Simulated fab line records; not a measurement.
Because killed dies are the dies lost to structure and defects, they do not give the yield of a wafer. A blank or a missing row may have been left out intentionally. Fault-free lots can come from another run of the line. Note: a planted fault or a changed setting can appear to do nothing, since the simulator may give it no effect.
Matching of chambers | flow n5Finfet | N5_BEOL_M3_STRIP_19 on rieDiel-06: 4 sister chambers
The step strips in O2. 30 wafers are shown with their chamber, then 12 later ones without.

## WAFERS WITH THEIR CHAMBER
wafer  | chamber | drypumpMotorCurrentA (A) | showerheadPlenumPTorr (Torr) | throttleValvePct (%)
L075.3 | 3       | 5.9                      | 2.00                         | 16.71
L075.4 | 1       | 6.5                      | 2.09                         | 16.79
L075.5 | 1       | 6.6                      | 2.09                         | 16.78
L076.1 | 0       | 5.7                      | 1.99                         | 16.85
L076.2 | 3       | 6.0                      | 2.00                         | 16.73
L076.6 | 2       | 5.6                      | 2.02                         | 16.81
L078.3 | 2       | 5.7                      | 2.02                         | 16.81
L078.4 | 0       | 5.7                      | 1.99                         | 16.84
L078.5 | 3       | 5.9                      | 2.00                         | 16.73
L081.4 | 2       | 5.6                      | 2.02                         | 16.83
L081.5 | 3       | 5.9                      | 2.00                         | 16.75
L081.6 | 0       | 5.7                      | 1.99                         | 16.87
L082.2 | 0       | 5.7                      | 1.99                         | 16.85
L082.4 | 3       | 5.9                      | 2.00                         | 16.74
L082.6 | 1       | 6.5                      | 2.08                         | 16.79
L083.2 | 3       | 5.9                      | 1.99                         | 16.74
L083.3 | 1       | 6.5                      | 2.08                         | 16.81
L083.4 | 0       | 5.7                      | 1.99                         | 16.88
L085.4 | 0       | 5.7                      | 1.99                         | 16.91
L085.5 | 1       | 6.6                      | 2.08                         | 16.81
L085.6 | 2       | 5.7                      | 2.02                         | 16.83
L089.1 | 0       | 5.7                      | 1.98                         | 16.89
L089.4 | 2       | 5.6                      | 2.01                         | 16.88
L089.6 | 2       | 5.6                      | 2.01                         | 16.83
L090.1 | 2       | 5.7                      | 2.01                         | 16.86
L090.3 | 1       | 6.5                      | 2.08                         | 16.83
L090.4 | 0       | 5.7                      | 1.98                         | 16.90
L092.2 | 0       | 5.7                      | 1.98                         | 16.90
L092.3 | 2       | 5.6                      | 2.01                         | 16.88
L092.6 | 3       | 5.9                      | 1.99                         | 16.78

SIGNATURES (averages over the wafers above)
reading               | chamber 0 | chamber 1 | chamber 2 | chamber 3 | scatter within a chamber
drypumpMotorCurrentA  | 5.700     | 6.533     | 5.638     | 5.914     | 0.0395
showerheadPlenumPTorr | 1.9867    | 2.0833    | 2.0150    | 1.9971    | 0.0051
throttleValvePct      | 16.8767   | 16.8017   | 16.8412   | 16.7400   | 0.0243
Rule: a wafer's distance from a chamber is the root of the sum, over the readings, of the square of ((its reading less the chamber's mean) divided by the reading's scatter). The wafer belongs to the nearest chamber; if the next one is less than 2 further off, it can't be placed. The scatter: the root of (the sum of the squares of (reading less its chamber's mean) over the shown wafers, divided by (wafers less chambers)).

## WAFERS MISSING THEIR CHAMBER
wafer  | drypumpMotorCurrentA (A) | showerheadPlenumPTorr (Torr) | throttleValvePct (%)
L093.1 | 5.7                      | 2.01                         | 16.87
L093.5 | 5.7                      | 2.01                         | 16.87
L093.6 | 6.5                      | 2.08                         | 16.84
L095.1 | 5.6                      | 2.01                         | 16.87
L095.4 | 5.9                      | 1.99                         | 16.78
L095.5 | 5.7                      | 1.98                         | 16.92
L096.3 | 6.5                      | 2.08                         | 16.84
L096.5 | 5.8                      | 1.98                         | 16.90
L096.6 | 6.5                      | 2.08                         | 16.84
L097.1 | 6.5                      | 2.08                         | 16.85
L097.4 | 5.9                      | 1.99                         | 16.79
L097.5 | 6.5                      | 2.08                         | 16.86

## WHICH CHAMBER EACH ONE RAN IN
wafer  | from the rows above | in truth
L093.1 | 2                   | 2
L093.5 | 2                   | 2
L093.6 | 1                   | 1
L095.1 | 2                   | 2
L095.4 | 3                   | 3
L095.5 | 0                   | 0
L096.3 | 1                   | 1
L096.5 | 0                   | 0
L096.6 | 1                   | 1
L097.1 | 1                   | 1
L097.4 | 3                   | 3
L097.5 | 1                   | 1
Correctly placed: 12 of 12. Not placeable from these rows: 0. Placed wrongly: 0.
